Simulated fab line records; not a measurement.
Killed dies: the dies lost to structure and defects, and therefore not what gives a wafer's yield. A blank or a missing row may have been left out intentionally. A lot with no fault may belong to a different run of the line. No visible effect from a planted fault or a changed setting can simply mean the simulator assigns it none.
Matching of chambers    flow nand_harc    3 sister chambers for NHARC_A_STAIRCASE_DEP_280 on pecvd-02
The step deposits SiON, target thk 30 nm. 6 wafers are shown with their chamber, then 10 later ones without.

## EACH WAFER AND ITS CHAMBER
wafer   chamber  heater_power_w (W)  susceptor_temp_C (C)
L085.3  1        770                 400.26
L091.2  1        802                 400.00
L091.3  2        800                 400.07
L091.5  0        667                 400.28
L090.1  2        773                 400.08
L090.2  0        742                 400.01

## WAFERS WHOSE CHAMBER IS MISSING
wafer   heater_power_w (W)  susceptor_temp_C (C)
L090.6  842                 399.98
L092.4  723                 399.88
L092.5  801                 400.38
L092.6  641                 399.93
L094.1  691                 400.05
L094.3  799                 400.09
L094.4  667                 400.13
L095.1  715                 400.12
L095.2  790                 400.11
L095.6  741                 400.34

## WHICH CHAMBER EACH WENT THROUGH
wafer   from the rows above           in truth
L090.6  can't be placed: 2 or 1       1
L092.4  can't be placed: 0 or 2 or 1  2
L092.5  can't be placed: 1 or 2 or 0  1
L092.6  can't be placed: 0 or 2       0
L094.1  can't be placed: 0 or 2       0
L094.3  can't be placed: 2 or 1       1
L094.4  0                             0
L095.1  can't be placed: 0 or 1 or 2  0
L095.2  can't be placed: 1 or 2       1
L095.6  can't be placed: 0 or 1 or 2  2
Correctly placed: 1 of 10. From these rows, 9 cannot be placed; in 9 the true chamber is one of the candidates. Wrongly placed: 0.
How it was worked out, from the rows above alone: a wafer's distance from a chamber is the root of the sum, over the readings, of the square of ((its reading less the chamber's mean) divided by the reading's scatter). If the next closest chamber is less than 2 further off than the closest, the wafer can't be placed; otherwise it belongs to the closest. A chamber's mean is the mean of its shown wafers. The scatter: take each reading less its chamber's mean, square it, sum over the shown wafers, divide by the number of wafers less the number of chambers, and take the root.
